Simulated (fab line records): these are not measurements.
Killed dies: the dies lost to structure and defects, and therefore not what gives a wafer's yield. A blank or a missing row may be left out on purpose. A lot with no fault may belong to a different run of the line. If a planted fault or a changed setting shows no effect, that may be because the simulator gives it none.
fab line records + flow n5-finfet + part 2 of 2: steps 5 to 6 of 6
record
- lots=24
- wafers=72
- last-day=18
route steps=1938 shown BEOL_M1@766
lots that met no fault: taken from a fault-free run of the same line
start-h: start of the lot's first displayed wafer, in hours after the record's first day + wait-h: how many hours have passed since the lot's step before this one + " as in the row above + L1.1+2: a row that stands for several wafers + - no value, or no start given + * or withheld: withheld + < > ~ a bound
route shown NAME@n: names a module that has steps shown in the file, with the first one's number in the route + usual: mean/standard deviation taken from wafers without a fault + same: alike in all rows + chamber/n: place in a boat + sites: each site's reading + _std_site: their standard deviation + _edge_site: mean of outer sites minus mean of inner sites + radius-mm: how far each site lies from the wafer's centre + mask NAME#n: copy n + behind: the most recent tool/chamber to have shaped the wafer + hold: what put the lot on hold/how long, in hours/how the hold closed + device: names the non-switching transistor (n, p or np) + end of line: at the end of the route, the tests of the same wafers + a step without rows: its recipe alone + killed: the dies lost at the first sort to structure and to defects; this is not the yield of the wafer + map: a wafer's dies, marking killed ones x, the rest . and places with no die _
set.NAME: the run value of the setting; set.NAME@STEP: its run value at that earlier step + model.NAME: the simulator's own value behind a step, which no gauge read
steps of the route over a sample of lots; a table a step, a row a wafer
services: a tool's chamber out of use, with start hour (start-h, from the record's first day; less than 0 if before it), hours out, and reason
## steps
# step N5_BEOL_M1_ANNEAL_87
# recipe
- temp-c=400
- time-s=240
- ambient=vacuum
# usual
- heater-power-w=802/87
| lot.wafer | tool           | chamber | start-h | wait-h | heater-power-w |
|-----------|----------------|---------|---------|--------|----------------|
| L074.1    | pvd-sputter-02 | -       | 132.18  | 0.0    | 751            |
| L074.3    | "              | -       | "       | "      | 764            |
| L074.4    | "              | -       | "       | "      | 788            |
| L075.2    | pvd-sputter-01 | -       | 136.22  | 0.0    | 782            |
| L075.5    | "              | -       | "       | "      | 957            |
| L075.6    | "              | -       | "       | "      | 734            |
| L076.1    | pvd-sputter-02 | -       | 141.46  | 0.0    | 1031           |
| L076.2    | "              | -       | "       | "      | 776            |
| L076.4    | "              | -       | "       | "      | 745            |
| L077.1    | pvd-sputter-01 | -       | 142.95  | 0.0    | 782            |
| L077.4    | "              | -       | "       | "      | 928            |
| L077.5    | "              | -       | "       | "      | 796            |
| L078.3    | pvd-sputter-02 | -       | 150.93  | 0.0    | 1047           |
| L078.4    | "              | -       | "       | "      | 780            |
| L078.5    | "              | -       | "       | "      | 763            |
| L079.1    | pvd-sputter-01 | -       | 157.78  | 0.0    | 799            |
| L079.3    | "              | -       | "       | "      | 739            |
| L079.4    | "              | -       | "       | "      | 788            |
| L080.2    | pvd-sputter-03 | -       | 163.02  | 0.0    | 829            |
| L080.5    | "              | -       | "       | "      | 783            |
| L080.6    | "              | -       | "       | "      | 826            |
| L081.1    | pvd-sputter-02 | -       | 173.51  | 0.0    | 749            |
| L081.3    | "              | -       | "       | "      | 1038           |
| L081.4    | "              | -       | "       | "      | 781            |
| L082.2    | pvd-sputter-01 | -       | 180.96  | 0.0    | 807            |
| L082.4    | "              | -       | "       | "      | 938            |
| L082.5    | "              | -       | "       | "      | 709            |
| L083.1    | pvd-sputter-03 | -       | 191.42  | 0.0    | 823            |
| L083.4    | "              | -       | "       | "      | 691            |
| L083.5    | "              | -       | "       | "      | 767            |
| L084.1    | pvd-sputter-03 | -       | 196.52  | 0.0    | 818            |
| L084.5    | "              | -       | "       | "      | 773            |
| L084.6    | "              | -       | "       | "      | 688            |
| L085.2    | pvd-sputter-03 | -       | 203.28  | 0.0    | 779            |
| L085.3    | "              | -       | "       | "      | 831            |
| L085.4    | "              | -       | "       | "      | 813            |
| L086.1    | pvd-sputter-01 | -       | 209.27  | 0.0    | 749            |
| L086.3    | "              | -       | "       | "      | 800            |
| L086.5    | "              | -       | "       | "      | 782            |
| L087.1    | pvd-sputter-01 | -       | 214.97  | 0.0    | 971            |
| L087.5    | "              | -       | "       | "      | 729            |
| L087.6    | "              | -       | "       | "      | 778            |
| L088.1    | pvd-sputter-02 | -       | 216.65  | 0.0    | 745            |
| L088.2    | "              | -       | "       | "      | 773            |
| L088.5    | "              | -       | "       | "      | 724            |
| L089.1    | pvd-sputter-03 | -       | 216.77  | 0.0    | 822            |
| L089.4    | "              | -       | "       | "      | 762            |
| L089.5    | "              | -       | "       | "      | 696            |
| L090.2    | pvd-sputter-01 | -       | 227.76  | 0.0    | 773            |
| L090.3    | "              | -       | "       | "      | 743            |
| L090.5    | "              | -       | "       | "      | 771            |
| L092.2    | pvd-sputter-03 | -       | 237.28  | 0.0    | 773            |
| L092.4    | "              | -       | "       | "      | 831            |
| L092.5    | "              | -       | "       | "      | 740            |
| L093.3    | pvd-sputter-01 | -       | 241.01  | 0.0    | 786            |
| L093.5    | "              | -       | "       | "      | 934            |
| L093.6    | "              | -       | "       | "      | 798            |
| L094.2    | pvd-sputter-03 | -       | 249.26  | 0.0    | 689            |
| L094.3    | "              | -       | "       | "      | 768            |
| L094.5    | "              | -       | "       | "      | 673            |
| L095.1    | pvd-sputter-01 | -       | 251.59  | 0.0    | 778            |
| L095.4    | "              | -       | "       | "      | 734            |
| L095.6    | "              | -       | "       | "      | 977            |
| L096.2    | pvd-sputter-03 | -       | 260.57  | 0.0    | 679            |
| L096.4    | "              | -       | "       | "      | 830            |
| L096.5    | "              | -       | "       | "      | 771            |
| L097.3    | pvd-sputter-02 | -       | 274.92  | 0.0    | 742            |
| L097.5    | "              | -       | "       | "      | 761            |
| L097.6    | "              | -       | "       | "      | 767            |
| L091.3    | pvd-sputter-01 | -       | 275.65  | 0.0    | 946            |
| L091.4    | "              | -       | "       | "      | 775            |
| L091.5    | "              | -       | "       | "      | 784            |
# step N5_BEOL_M1_CMP_52
# recipe
- stop-on=SiOC
- t-overpolish-s=6.8
- down-force-psi=1
- platen-rpm=50
- clearing-platen-down-force-psi=1.5
- clearing-platen-rpm=50
- post-cmp-clean=cu-alkaline
- target-thk-nm=40
- clearing-platen-pad-velocity-m-s=0.99484
- pad-velocity-m-s=0.99484
# usual
- barrier-field-endpoint-s=24.7/0.71
- motor-current-A=6.2/0.56
- overpolish-run-s=6.798/0.0096
- slurry-flow-ml-min=150.0/0.46
- time-to-endpoint-s=62/3.3
| lot.wafer | tool   | chamber | start-h | wait-h | barrier-field-endpoint-s | motor-current-A | overpolish-run-s | slurry-flow-ml-min | time-to-endpoint-s |
|-----------|--------|---------|---------|--------|--------------------------|-----------------|------------------|--------------------|--------------------|
| L074.4    | cmp-02 | 1       | 133.74  | 0.1    | 24.7                     | 6.8             | 6.806            | 149.9              | 64                 |
| L074.1    | "      | 3       | "       | "      | 24.5                     | 6.1             | 6.800            | 150.5              | 62                 |
| L074.3    | "      | 0       | "       | "      | 23.7                     | 5.8             | 6.786            | 150.5              | 55                 |
| L075.2    | cmp-04 | 3       | 137.77  | 0.2    | 24.2                     | 5.3             | 6.792            | 150.4              | 59                 |
| L075.6    | "      | 2       | "       | "      | 24.5                     | 6.8             | 6.782            | 150.4              | 59                 |
| L075.5    | "      | 3       | "       | "      | 24.8                     | 5.7             | 6.799            | 150.6              | 59                 |
| L076.2    | cmp-02 | 2       | 142.98  | 0.2    | 23.8                     | 5.9             | 6.798            | 149.6              | 60                 |
| L076.1    | "      | 0       | "       | "      | 24.2                     | 5.6             | 6.800            | 150.1              | 61                 |
| L076.4    | "      | 1       | "       | "      | 25.4                     | 7.3             | 6.790            | 150.4              | 66                 |
| L077.4    | cmp-03 | 3       | 144.50  | 0.2    | 24.8                     | 5.3             | 6.802            | 150.7              | 59                 |
| L077.1    | "      | 0       | "       | "      | 25.0                     | 5.6             | 6.804            | 150.0              | 62                 |
| L077.5    | "      | 3       | "       | "      | 24.7                     | 5.7             | 6.807            | 150.3              | 57                 |
| L078.3    | cmp-02 | 2       | 152.46  | 0.2    | 24.6                     | 6.0             | 6.806            | 149.5              | 62                 |
| L078.4    | "      | 0       | "       | "      | 24.1                     | 5.7             | 6.805            | 150.4              | 55                 |
| L078.5    | "      | 2       | "       | "      | 24.5                     | 5.7             | 6.821            | 149.3              | 60                 |
| L079.4    | cmp-03 | 2       | 159.48  | 0.1    | 25.1                     | 5.8             | 6.787            | 149.7              | 65                 |
| L079.1    | "      | 3       | "       | "      | 24.6                     | 5.7             | 6.811            | 150.0              | 60                 |
| L079.3    | "      | 1       | "       | "      | 24.3                     | 6.5             | 6.799            | 150.7              | 60                 |
| L080.2    | cmp-03 | 0       | 164.64  | 0.3    | 24.7                     | 5.7             | 6.797            | 150.5              | 62                 |
| L080.6    | "      | 1       | "       | "      | 24.7                     | 6.5             | 6.795            | 149.7              | 64                 |
| L080.5    | "      | 2       | "       | "      | 25.2                     | 5.8             | 6.802            | 150.5              | 68                 |
| L081.1    | cmp-04 | 2       | 175.03  | 0.3    | 24.7                     | 7.0             | 6.799            | 150.0              | 63                 |
| L081.4    | "      | 3       | "       | "      | 24.3                     | 5.3             | 6.787            | 149.6              | 62                 |
| L081.3    | "      | 1       | "       | "      | 24.7                     | 5.6             | 6.805            | 149.2              | 67                 |
| L082.4    | cmp-02 | 0       | 182.47  | 0.1    | 23.4                     | 5.8             | 6.793            | 150.4              | 57                 |
| L082.2    | "      | 3       | "       | "      | 22.9                     | 6.0             | 6.800            | 150.0              | 59                 |
| L082.5    | "      | 0       | "       | "      | 23.1                     | 5.8             | 6.793            | 150.1              | 57                 |
| L083.4    | cmp-04 | 3       | 192.97  | 0.2    | 23.9                     | 5.7             | 6.801            | 150.7              | 63                 |
| L083.1    | "      | 1       | "       | "      | 24.5                     | 5.8             | 6.775            | 150.4              | 67                 |
| L083.5    | "      | 3       | "       | "      | 24.0                     | 5.6             | 6.792            | 150.7              | 61                 |
| L084.1    | cmp-04 | 0       | 198.12  | 0.3    | 24.0                     | 6.7             | 6.806            | 149.6              | 65                 |
| L084.6    | "      | 2       | "       | "      | 24.3                     | 7.4             | 6.797            | 149.1              | 62                 |
| L084.5    | "      | 3       | "       | "      | 24.3                     | 5.6             | 6.803            | 149.7              | 60                 |
| L085.2    | cmp-03 | 3       | 204.83  | 0.2    | 23.9                     | 5.8             | 6.792            | 150.3              | 61                 |
| L085.3    | "      | 0       | "       | "      | 24.7                     | 5.8             | 6.790            | 149.9              | 63                 |
| L085.4    | "      | 1       | "       | "      | 24.4                     | 6.7             | 6.797            | 150.0              | 58                 |
| L086.1    | cmp-04 | 0       | 210.82  | 0.3    | 25.6                     | 7.1             | 6.783            | 150.7              | 69                 |
| L086.3    | "      | 2       | "       | "      | 24.8                     | 6.9             | 6.814            | 151.2              | 63                 |
| L086.5    | "      | 0       | "       | "      | 25.3                     | 6.6             | 6.786            | 150.6              | 65                 |
| L087.1    | cmp-02 | 3       | 216.63  | 0.4    | 24.3                     | 6.2             | 6.802            | 150.6              | 57                 |
| L087.6    | "      | 0       | "       | "      | 23.2                     | 5.9             | 6.802            | 149.2              | 56                 |
| L087.5    | "      | 1       | "       | "      | 24.1                     | 7.4             | 6.793            | 150.0              | 60                 |
| L088.1    | cmp-02 | 0       | 218.21  | 0.3    | 23.3                     | 5.8             | 6.784            | 150.0              | 55                 |
| L088.2    | "      | 2       | "       | "      | 23.8                     | 6.0             | 6.781            | 150.4              | 60                 |
| L088.5    | "      | 0       | "       | "      | 24.1                     | 6.0             | 6.791            | 150.5              | 55                 |
| L089.1    | cmp-03 | 3       | 218.33  | 0.3    | 24.3                     | 5.6             | 6.797            | 149.7              | 61                 |
| L089.4    | "      | 0       | "       | "      | 24.7                     | 5.5             | 6.806            | 149.9              | 62                 |
| L089.5    | "      | 2       | "       | "      | 25.8                     | 6.0             | 6.795            | 151.1              | 66                 |
| L090.2    | cmp-04 | 1       | 230.73  | 1.7    | 24.8                     | 5.5             | 6.802            | 150.5              | 67                 |
| L090.3    | "      | 0       | "       | "      | 25.2                     | 6.7             | 6.796            | 150.3              | 63                 |
| L090.5    | "      | 2       | "       | "      | 24.8                     | 6.9             | 6.800            | 149.4              | 59                 |
| L092.4    | cmp-03 | 1       | 238.92  | 0.1    | 24.8                     | 6.7             | 6.797            | 149.0              | 63                 |
| L092.2    | "      | 0       | "       | "      | 24.7                     | 5.6             | 6.797            | 149.7              | 62                 |
| L092.5    | "      | 2       | "       | "      | 25.3                     | 6.1             | 6.787            | 151.1              | 64                 |
| L093.3    | cmp-02 | 1       | 242.60  | 0.2    | 25.0                     | 6.9             | 6.817            | 149.6              | 66                 |
| L093.6    | "      | 3       | "       | "      | 24.8                     | 6.1             | 6.803            | 149.2              | 65                 |
| L093.5    | "      | 0       | "       | "      | 24.8                     | 5.9             | 6.801            | 149.7              | 61                 |
| L094.2    | cmp-04 | 0       | 250.78  | 0.2    | 24.8                     | 6.9             | 6.802            | 150.0              | 63                 |
| L094.3    | "      | 1       | "       | "      | 26.1                     | 5.5             | 6.794            | 150.5              | 68                 |
| L094.5    | "      | 1       | "       | "      | 24.9                     | 5.7             | 6.786            | 150.3              | 65                 |
| L095.4    | cmp-04 | 0       | 253.10  | 0.1    | 26.1                     | 6.6             | 6.794            | 150.2              | 67                 |
| L095.1    | "      | 2       | "       | "      | 25.3                     | 7.1             | 6.805            | 149.9              | 62                 |
| L095.6    | "      | 0       | "       | "      | 25.7                     | 7.2             | 6.793            | 149.8              | 66                 |
| L096.2    | cmp-04 | 2       | 262.16  | 0.3    | 25.0                     | 7.1             | 6.786            | 150.1              | 65                 |
| L096.4    | "      | 3       | "       | "      | 24.9                     | 5.6             | 6.808            | 150.5              | 62                 |
| L096.5    | "      | 1       | "       | "      | 25.7                     | 5.5             | 6.806            | 150.4              | 67                 |
| L097.3    | cmp-03 | 2       | 276.43  | 0.2    | 26.2                     | 6.0             | 6.804            | 150.4              | 65                 |
| L097.6    | "      | 2       | "       | "      | 26.4                     | 5.6             | 6.806            | 149.9              | 66                 |
| L097.5    | "      | 3       | "       | "      | 25.8                     | 5.7             | 6.784            | 149.6              | 61                 |
| L091.4    | cmp-02 | 0       | 277.21  | 0.2    | 24.3                     | 6.2             | 6.799            | 150.2              | 58                 |
| L091.3    | "      | 2       | "       | "      | 24.1                     | 6.0             | 6.800            | 149.4              | 61                 |
| L091.5    | "      | 3       | "       | "      | 25.2                     | 5.9             | 6.770            | 149.2              | 64                 |
## services
| tool           | chamber | start-h | hours | kind                          |
|----------------|---------|---------|-------|-------------------------------|
| pvd-sputter-03 | -       | 108.54  | 2.4   | repair                        |
| rie-diel-03    | 1       | 111.25  | 11.3  | repair                        |
| cmp-04         | -       | 117.69  | 8.8   | repair                        |
| cmp-02         | -       | 131.67  | 0.6   | repair                        |
| rie-diel-05    | 1       | 140.23  | 4.2   | repair                        |
| rie-diel-05    | 0       | 144.19  | 3.1   | repair                        |
| cmp-03         | -       | 147.38  | 4.0   | pm                            |
| rie-diel-03    | 1       | 156.24  | 7.0   | repair                        |
| cmp-04         | -       | 158.55  | 12.5  | pm                            |
| rie-diel-03    | 2       | 158.64  | 5.7   | repair                        |
| rie-diel-06    | 1       | 171.06  | 6.3   | repair                        |
| rie-diel-05    | 3       | 172.48  | -     | clean                         |
| rie-diel-05    | 3       | 172.48  | -     | consumable-replace:focus-ring |
| cmp-03         | -       | 181.03  | 5.0   | pm                            |
| rie-diel-05    | 1       | 185.48  | 11.0  | repair                        |
| rie-diel-03    | 3       | 202.61  | 2.6   | repair                        |
| pvd-sputter-02 | -       | 205.02  | 2.0   | repair                        |
| rie-diel-06    | -       | 230.51  | 0.5   | repair                        |
| cmp-02         | -       | 231.34  | 4.0   | pm                            |
| cmp-04         | -       | 233.64  | 1.8   | repair                        |
| rie-diel-06    | 2       | 237.70  | 13.5  | repair                        |
| pvd-sputter-01 | -       | 246.25  | 3.0   | repair                        |
| cmp-04         | -       | 258.03  | 0.8   | repair                        |
| cmp-03         | -       | 276.92  | 1.5   | repair                        |
